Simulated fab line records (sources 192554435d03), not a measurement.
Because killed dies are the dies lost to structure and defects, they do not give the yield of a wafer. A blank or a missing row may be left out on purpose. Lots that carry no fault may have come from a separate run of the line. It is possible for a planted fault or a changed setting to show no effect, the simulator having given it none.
Split-lot experiment + flow n5 finfet + 21 wafers read from 7 lots, route of 1938 steps

== ABOUT THE SPLIT ==
At N5_MOL_CONTACT_COAG_COAT_76 (time 60 s, resist thk 10 nm), the setting spin rpm was moved away from the recipe's 1500 rpm on 11 of the 21 wafers read, by -6.6% to +11.1%. For the rest of the wafers, this setting stayed at what the recipe calls for.

== FROM THE SPLIT TO THE READING: what the file shows between them, 4 steps ==
- N5_MOL_CONTACT_COAG_COAT_77: time 60 s, resist thk 10 nm
- N5_MOL_CONTACT_COAG_COAT_78: resist thk 40 nm
- N5_MOL_CONTACT_COAG_DESCUM_88: chemistry O2, time 7 s
- N5_MOL_CONTACT_COAG_ETCH_89: etches underlayer in N2/H2, target depth 13 nm, time 10.4 s

== THE READING ==
etch.depth nm (the simulator's own value, which no gauge read), in nm, at N5_MOL_CONTACT_COAG_ETCH_90 (etches SiARC in CF4, target depth 13 nm, time 21.7 s). The file does not state a usual value for it. Across the 10 wafers here that went through the recipe, the average is 10.032 nm and the standard deviation 0.023 nm.

| wafer  | tool, chamber at the split | spin rpm as run, rpm | against the recipe | etch.depth nm, nm | against lot-mates on the recipe |
|--------|----------------------------|----------------------|--------------------|-------------------|---------------------------------|
| L076.1 | litho track-01, 0          | 1500                 | recipe             | 10.02             | -                               |
| L076.3 | litho track-01, 0          | 1500                 | recipe             | 10.06             | -                               |
| L076.5 | litho track-01, 0          | 1500                 | recipe             | 10.03             | -                               |
| L077.2 | litho track-04, 0          | 1500                 | recipe             | 10.01             | -                               |
| L077.3 | litho track-04, 0          | 1592                 | +6.1%              | 9.724             | -0.286                          |
| L077.4 | litho track-04, 0          | 1592                 | +6.1%              | 9.739             | -0.271                          |
| L080.1 | litho track-01, 0          | 1401                 | -6.6%              | 10.39             | +0.345                          |
| L080.3 | litho track-01, 0          | 1500                 | recipe             | 10.02             | -                               |
| L080.6 | litho track-01, 0          | 1500                 | recipe             | 10.07             | -                               |
| L085.1 | litho track-03, 0          | 1623                 | +8.2%              | 9.666             | -0.384                          |
| L085.3 | litho track-03, 0          | 1500                 | recipe             | 10.05             | -                               |
| L085.6 | litho track-03, 0          | 1623                 | +8.2%              | 9.674             | -0.376                          |
| L088.2 | litho track-03, 0          | 1500                 | recipe             | 10.03             | -                               |
| L088.4 | litho track-03, 0          | 1500                 | recipe             | 10.04             | -                               |
| L088.6 | litho track-03, 0          | 1440                 | -4.0%              | 10.25             | +0.215                          |
| L093.3 | litho track-03, 0          | 1427                 | -4.9%              | 10.27             | +0.279                          |
| L093.4 | litho track-03, 0          | 1500                 | recipe             | 9.991             | -                               |
| L093.6 | litho track-03, 0          | 1427                 | -4.9%              | 10.26             | +0.269                          |
| L095.1 | litho track-04, 0          | 1666                 | +11.1%             | 9.525             | no lot-mate on the recipe       |
| L095.2 | litho track-04, 0          | 1666                 | +11.1%             | 9.532             | no lot-mate on the recipe       |
| L095.4 | litho track-04, 0          | 1666                 | +11.1%             | 9.521             | no lot-mate on the recipe       |

THE FIT
A straight line over all 21 wafers: etch.depth nm changes by -0.0471 nm for each +1% of spin rpm; r = -1.00; the points scatter about the line by 0.022 nm.
The same after taking each lot's own level away (the mean of its wafers on the recipe; 18 wafers): -0.0491 nm for each +1%; r = -1.00; scatter 0.018 nm.
On that fit, the largest move of spin rpm shifts the reading by 0.54 nm.
Measured against the standard deviation above, the lots' own levels, which go from 9.9910 to 10.0500 nm, span 2.6 times it.
The two slopes are in agreement: the lot-to-lot level therefore moves the slope only a little.
Check: -0.394 nm against its lot-mates is what the line predicts for one of the wafers moved furthest among these (+8.2%) when that wafer is left out of the fit. It came out at -0.384 nm against them.

== THE OTHER SPLITS THESE WAFERS WENT THROUGH ==
These wafers also went through other splits before the reading. Each is held against what the fit with the lots' levels taken away leaves over:
| other split on the same wafers | wafers away from the commonest value | r with etch.depth nm (lot level and that fit taken away) |
|--------------------------------|--------------------------------------|----------------------------------------------------------|
| N5_HKMG_FIN_ETCH_58 source w   | 8                                    | +0.11                                                    |
| N5_GATE_CUT_HM_DEP_46 time s   | 6                                    | +0.22                                                    |
| N5_GATE_CUT_EXPOSE_10 dose mj  | 6                                    | -0.39                                                    |

== THE WHOLE CHAIN: every reading that the file lists as answering this split, in the file's order ==
| step                        | what it does                                         | reading                                                                                   | change (the file's fit)                | r (the file's) |
|-----------------------------|------------------------------------------------------|-------------------------------------------------------------------------------------------|----------------------------------------|----------------|
| N5_MOL_CONTACT_COAG_COAT_76 | time 60 s, resist thk 10 nm                          | SiARC_of_MOL_CONTACT_COAG_COAT_76.thk nm (the simulator's own value, which no gauge read) | -0.0474 nm for each +1% of the setting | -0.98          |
| N5_MOL_CONTACT_COAG_ETCH_90 | etches SiARC in CF4, target depth 13 nm, time 21.7 s | etch.depth nm (the simulator's own value, which no gauge read)                            | -0.0492 nm for each +1% of the setting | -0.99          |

== FILE'S OWN FIT ==
etch.depth nm changes by -0.0492 nm for each +1% of spin rpm, r = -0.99.
